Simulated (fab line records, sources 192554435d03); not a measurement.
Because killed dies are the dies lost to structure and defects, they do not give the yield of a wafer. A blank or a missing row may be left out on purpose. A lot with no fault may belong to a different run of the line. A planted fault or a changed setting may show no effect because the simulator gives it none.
Split-lot experiment / flow n5_finfet / 7 lots, 21 wafers read, on a route of 1938 steps

SPLIT DETAILS
At N5_BEOL_M5_PECVD_70 (deposits SiO2 from TEOS/O2, target thk 16 nm, time 18 s), the setting temp_c was moved away from the recipe's 400 C on 5 of the 21 wafers read, by -4.0% to +1.6%. The other wafers ran this setting at the recipe's value.

FROM THE SPLIT TO THE READING: what the file shows between them, 12 steps
- N5_BEOL_M5_HM_DEP_02: deposits TiN, target thk 20 nm (also split here: target_thk_a)
- N5_BEOL_M5_COAT_59: time 60 s, resist thk 60 nm
- N5_BEOL_M5_COAT_60: time 60 s, resist thk 12 nm
- N5_BEOL_M5_STRIP_73: strips in N2/H2
- N5_BEOL_M5_STRIP_64: strips in CF4
- N5_BEOL_M5_HM_OPEN_17: chemistry Cl2/BCl3, target TiN, target depth 20 nm, overetch 6 nm
- N5_BEOL_M5_STRIP_19: strips in O2
- N5_BEOL_M5_STRIP_85: strips in C4F6/O2
- N5_BEOL_M5_STRIP_36: strips in N2/H2
- N5_BEOL_M5_TRENCH_ETCH_37: etches SiCOH lowk in C4F6/O2, target depth 71.652 nm, time 24.7 s
- N5_BEOL_M5_ETCH_41: etches SiCN in CH3F/O2, target depth 31.5 nm, time 56.7 s
- N5_BEOL_M5_STRIP_91: strips in N2/H2, time 10 s

THE READING
SiO2_of_BEOL_M5_PECVD_70.thk_nm (the simulator's own value, which no gauge read), in nm, at N5_BEOL_M5_HM_STRIP_39 (strips TiN in peroxide tin strip, target depth 25 nm, time 158 s). The file does not state a usual value for it. Across the 16 wafers here that went through the recipe, the average is 16.0 nm and the standard deviation 0.3 nm.

wafer=L074.3; tool, chamber at the split=pecvd-04, 1; temp_c as run, C=406.2; against the recipe=+1.6%; SiO2_of_BEOL_M5_PECVD_70.thk_nm, nm=15.2; against lot-mates on the recipe=-1.0
wafer=L074.4; tool, chamber at the split=pecvd-04, 2; temp_c as run, C=400; against the recipe=recipe; SiO2_of_BEOL_M5_PECVD_70.thk_nm, nm=16.4; against lot-mates on the recipe=-
wafer=L074.6; tool, chamber at the split=pecvd-04, 0; temp_c as run, C=400; against the recipe=recipe; SiO2_of_BEOL_M5_PECVD_70.thk_nm, nm=16; against lot-mates on the recipe=-
wafer=L075.3; tool, chamber at the split=pecvd-04, 0,1; temp_c as run, C=400; against the recipe=recipe; SiO2_of_BEOL_M5_PECVD_70.thk_nm, nm=15.8; against lot-mates on the recipe=-
wafer=L075.4; tool, chamber at the split=pecvd-04, 2; temp_c as run, C=384.1; against the recipe=-4.0%; SiO2_of_BEOL_M5_PECVD_70.thk_nm, nm=17.8; against lot-mates on the recipe=+1.9
wafer=L075.6; tool, chamber at the split=pecvd-04, 0,1; temp_c as run, C=400; against the recipe=recipe; SiO2_of_BEOL_M5_PECVD_70.thk_nm, nm=16; against lot-mates on the recipe=-
wafer=L082.2; tool, chamber at the split=pecvd-02, 1,2; temp_c as run, C=400; against the recipe=recipe; SiO2_of_BEOL_M5_PECVD_70.thk_nm, nm=15.8; against lot-mates on the recipe=-
wafer=L082.3; tool, chamber at the split=pecvd-02, 1,2; temp_c as run, C=400; against the recipe=recipe; SiO2_of_BEOL_M5_PECVD_70.thk_nm, nm=16; against lot-mates on the recipe=-
wafer=L082.5; tool, chamber at the split=pecvd-02, 0; temp_c as run, C=400; against the recipe=recipe; SiO2_of_BEOL_M5_PECVD_70.thk_nm, nm=16; against lot-mates on the recipe=-
wafer=L083.1; tool, chamber at the split=pecvd-02, 2; temp_c as run, C=400; against the recipe=recipe; SiO2_of_BEOL_M5_PECVD_70.thk_nm, nm=15.8; against lot-mates on the recipe=-
wafer=L083.5; tool, chamber at the split=pecvd-02, 1; temp_c as run, C=400; against the recipe=recipe; SiO2_of_BEOL_M5_PECVD_70.thk_nm, nm=16; against lot-mates on the recipe=-
wafer=L083.6; tool, chamber at the split=pecvd-02, 2; temp_c as run, C=400; against the recipe=recipe; SiO2_of_BEOL_M5_PECVD_70.thk_nm, nm=16.2; against lot-mates on the recipe=-
wafer=L087.3; tool, chamber at the split=pecvd-04, 0; temp_c as run, C=394.5; against the recipe=-1.4%; SiO2_of_BEOL_M5_PECVD_70.thk_nm, nm=15.8; against lot-mates on the recipe=+0.4
wafer=L087.4; tool, chamber at the split=pecvd-04, 0; temp_c as run, C=400; against the recipe=recipe; SiO2_of_BEOL_M5_PECVD_70.thk_nm, nm=15.2; against lot-mates on the recipe=-
wafer=L087.6; tool, chamber at the split=pecvd-04, 2; temp_c as run, C=400; against the recipe=recipe; SiO2_of_BEOL_M5_PECVD_70.thk_nm, nm=15.6; against lot-mates on the recipe=-
wafer=L092.4; tool, chamber at the split=pecvd-03, 0; temp_c as run, C=400; against the recipe=recipe; SiO2_of_BEOL_M5_PECVD_70.thk_nm, nm=16; against lot-mates on the recipe=-
wafer=L092.5; tool, chamber at the split=pecvd-03, 2; temp_c as run, C=405.8; against the recipe=+1.4%; SiO2_of_BEOL_M5_PECVD_70.thk_nm, nm=14.8; against lot-mates on the recipe=-1.2
wafer=L092.6; tool, chamber at the split=pecvd-03, 1; temp_c as run, C=405.8; against the recipe=+1.4%; SiO2_of_BEOL_M5_PECVD_70.thk_nm, nm=15.2; against lot-mates on the recipe=-0.8
wafer=L091.2; tool, chamber at the split=pecvd-02, 2; temp_c as run, C=400; against the recipe=recipe; SiO2_of_BEOL_M5_PECVD_70.thk_nm, nm=16.2; against lot-mates on the recipe=-
wafer=L091.4; tool, chamber at the split=pecvd-02, 0; temp_c as run, C=400; against the recipe=recipe; SiO2_of_BEOL_M5_PECVD_70.thk_nm, nm=16.4; against lot-mates on the recipe=-
wafer=L091.6; tool, chamber at the split=pecvd-02, 1; temp_c as run, C=400; against the recipe=recipe; SiO2_of_BEOL_M5_PECVD_70.thk_nm, nm=16.4; against lot-mates on the recipe=-
Rows listing several chambers each stand for several wafers; the file does not say which wafer went through which chamber.

FIT RESULTS
A straight line over all 21 wafers: SiO2_of_BEOL_M5_PECVD_70.thk_nm changes by -0.457 nm for each +1% of temp_c; r = -0.83; the points scatter about the line by 0.35 nm.
The same after taking each lot's own level away (the mean of its wafers on the recipe; 21 wafers): -0.519 nm for each +1%; r = -0.96; scatter 0.18 nm.
On that fit, the largest move of temp_c shifts the reading by 2.1 nm.
The span of the lots' own levels, 15.40 to 16.33 nm, comes to 3.1 times the standard deviation stated above.
Thus the slope moves with the lot-to-lot level: the two fits are different.
Check: +2.24 nm against its lot-mates is what the line predicts for one of the wafers moved furthest among these (-4.0%) when that wafer is left out of the fit. Against them it came out at +1.9 nm.

THESE WAFERS: OTHER SPLITS
Other splits were also applied to these wafers ahead of the reading. Each is held against what the fit with the lots' levels taken away leaves over:
other split on the same wafers=N5_BEOL_M4_EXPOSE_08 dose_mj; wafers away from the commonest value=3; r with SiO2_of_BEOL_M5_PECVD_70.thk_nm (lot level and that fit taken away)=-0.01
other split on the same wafers=N5_BEOL_M4_ETCH_64 bias_w; wafers away from the commonest value=10; r with SiO2_of_BEOL_M5_PECVD_70.thk_nm (lot level and that fit taken away)=-0.31
other split on the same wafers=N5_BEOL_M5_HM_DEP_02 target_thk_a; wafers away from the commonest value=3; r with SiO2_of_BEOL_M5_PECVD_70.thk_nm (lot level and that fit taken away)=-0.42

THE WHOLE CHAIN: every reading that the file lists as answering this split, in the file's order
step=N5_BEOL_M5_PECVD_70; what it does=deposits SiO2 from TEOS/O2, target thk 16 nm, time 18 s; reading=SiO2_of_BEOL_M5_PECVD_70.thk_nm (the simulator's own value, which no gauge read); change (the file's fit)=-0.512 nm for each +1% of the setting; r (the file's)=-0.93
step=N5_BEOL_M5_HM_STRIP_39; what it does=strips TiN in peroxide tin strip, target depth 25 nm, time 158 s; reading=SiO2_of_BEOL_M5_PECVD_70.thk_nm (the simulator's own value, which no gauge read); change (the file's fit)=-0.5 nm for each +1% of the setting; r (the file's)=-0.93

THE FILE'S OWN FIT
SiO2_of_BEOL_M5_PECVD_70.thk_nm changes by -0.5 nm for each +1% of temp_c, r = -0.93.
